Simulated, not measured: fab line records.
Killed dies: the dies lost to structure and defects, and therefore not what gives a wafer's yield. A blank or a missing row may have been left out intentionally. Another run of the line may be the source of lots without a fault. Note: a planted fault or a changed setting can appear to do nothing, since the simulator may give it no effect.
A lot that was struck, set against a sound lot | flow n5_finfet | 15 out of 1938 route steps
Sound: wafers L939.1, L939.3, L939.4. Struck: wafer L943.6; the same lot's L943.5 was not struck, so it is left out; see the end for the cause.
Each step with rows lists, per side, the tool, then ch with its chambers, then its first start. Under that, the readings that differ: sound wafers | struck wafers | difference of the means | sigmas: that difference in standard deviations of wafers without a fault.
alike: readings whose means differ by less than 2 such deviations, and words and numbers that are the same on both sides. not compared: withheld readings, readings that some wafer has no value for, bounds like >300 that may hide the same value, and numbers for which the record gives no deviation and whose values overlap.
The two part at a step that has a row with sigmas, a row that says differs or no value, or rows on one side only. When numbers do not overlap yet have no deviation, they are printed without sigmas and do not part them. Lack of a reading on every wafer of one side parts them only where that side has two or more wafers.

first, 3 steps without rows for these wafers: N5_SD_EPI_N_EXPOSE_06 (exposes mask SD N BLK, target cd 120 nm); N5_SD_EPI_N_PEB_07 (peb time 60 s); N5_SD_EPI_N_DEVELOP_08 (develop time 30 s).
N5_SD_EPI_N_CD_MEAS_09: the cd target is 120 nm.
  sound on cd_sem-03 ch 0, day 3 17:11; struck on cd_sem-01 ch 0, day 4 11:38
  alike: cd_nm
N5_SD_EPI_N_OVL_MEAS_10:
  sound on overlay-01 ch 0, day 3 17:13; struck on overlay-01 ch 0, day 4 11:40
  reading           | sound        | struck | difference | sigmas
  SD_N_BLK_OVL (nm) | 0.3 -0.8 0.2 | -1.6   | -1.5       | -2
N5_SD_EPI_N_INSPECT_11: inspects for defects (macro).
  struck on defect_inspect-01, day 4 11:41; sound on defect_inspect-01, day 3 17:14
  alike: raw_defect_count
N5_SD_EPI_N_DESCUM_14: chemistry O2, time 7.9 s.
  sound on rie_diel-05 ch 0,1,3, day 3 17:17; struck on rie_diel-04 ch 3, day 4 11:44
  reading                         | sound             | struck | difference | sigmas
  rf_vpp_V (V)                    | 241.8 241.6 242.4 | 245.1  | +3.2       | +2
  showerhead_plenum_p_Torr (Torr) | 2.01 2.02 2.05    | 2.16   | +0.13      | +2
  alike: drypump_motor_current_A, oes_product_au, throttle_valve_pct
  not compared: rf_hours_counter_h
N5_SD_EPI_N_ETCH_34: etches SiARC in CF4, target depth 45.5 nm, time 75.8 s.
  sound on rie_diel-05 ch 0,1,3, day 3 17:19; struck on rie_diel-04 ch 3, day 4 11:46
  reading                         | sound             | struck | difference | sigmas
  rf_vpp_V (V)                    | 182.4 183.4 182.9 | 185.8  | +2.9       | +2
  showerhead_plenum_p_Torr (Torr) | 2.08 2.05 2.10    | 2.24   | +0.16      | +2
  alike: drypump_motor_current_A, etch_rf_on_time_s, oes_product_au, throttle_valve_pct
  not compared: rf_hours_counter_h
N5_SD_EPI_N_ETCH_35: etches SOC in N2/H2, overetch 108 nm, time 486 s.
  sound on rie_diel-05 ch 0,1,3, day 3 17:22; struck on rie_diel-04 ch 3, day 4 11:58
  reading                         | sound             | struck | difference | sigmas
  rf_vpp_V (V)                    | 240.6 239.2 240.6 | 243.0  | +2.9       | +2
  showerhead_plenum_p_Torr (Torr) | 2.47 2.44 2.52    | 2.62   | +0.14      | +2
  alike: drypump_motor_current_A, n2_flow_sccm, oes_product_au, throttle_valve_pct
  not compared: rf_hours_counter_h
then, 1 step without rows for these wafers: N5_SD_EPI_N_STRIP_36 (strips in N2/H2).
N5_SD_EPI_N_ETCHBACK_44: etches SiNx in CH3F/O2, stops on SiO2, target depth 14.5 nm.
  sound on rie_diel-05 ch 0,1,3, day 3 17:41; struck on rie_diel-04 ch 3, day 4 12:11
  reading                         | sound          | struck | difference | sigmas
  showerhead_plenum_p_Torr (Torr) | 1.94 1.93 1.96 | 2.09   | +0.15      | +2
  alike: drypump_motor_current_A, oes_product_au, rf_vpp_V, throttle_valve_pct
  not compared: rf_hours_counter_h
N5_SD_EPI_N_ETCH_45: etches SiOCN in CH3F/O2, target depth 6 nm.
  sound on rie_diel-05 ch 0,1,3, day 3 17:47; struck on rie_diel-04 ch 3, day 4 12:17
  reading                         | sound          | struck | difference | sigmas
  showerhead_plenum_p_Torr (Torr) | 1.93 1.92 1.95 | 2.09   | +0.16      | +2
  alike: drypump_motor_current_A, oes_product_au, rf_vpp_V, throttle_valve_pct
  not compared: rf_hours_counter_h
N5_SD_EPI_N_ETCH_16: etches SiO2 in CHF3/O2, target depth 5 nm.
  sound on rie_diel-05 ch 0,1,3, day 3 17:53; struck on rie_diel-04 ch 3, day 4 12:21
  reading                                     | sound             | struck | difference | sigmas
  rf_vpp_V (V)                                | 530 505 532       | 556    | +34        | +2
  showerhead_plenum_p_Torr (Torr)             | 2.34 2.33 2.37    | 2.52   | +0.17      | +2
  model.etch.depth_nm (nm)                    | 4.885 5.068 4.755 | 6.478  | +1.575     |
  model.SiARC_of_SD_EPI_N_COAT_33.thk_nm (nm) | 13.4 12.4 13.8    | 11.6   | -1.6       |
  alike: drypump_motor_current_A, oes_product_au, throttle_valve_pct
  not compared: rf_hours_counter_h
then, 2 steps without rows for these wafers: N5_SD_EPI_N_STRIP_47 (strips in CHF3/O2); N5_PASSIVATION_PROBE_49.

## WHERE THEY PART
At N5_SD_EPI_N_OVL_MEAS_10 first; at N5_SD_EPI_N_ETCH_16 last (within this record only).

WHY: what the simulator had put in
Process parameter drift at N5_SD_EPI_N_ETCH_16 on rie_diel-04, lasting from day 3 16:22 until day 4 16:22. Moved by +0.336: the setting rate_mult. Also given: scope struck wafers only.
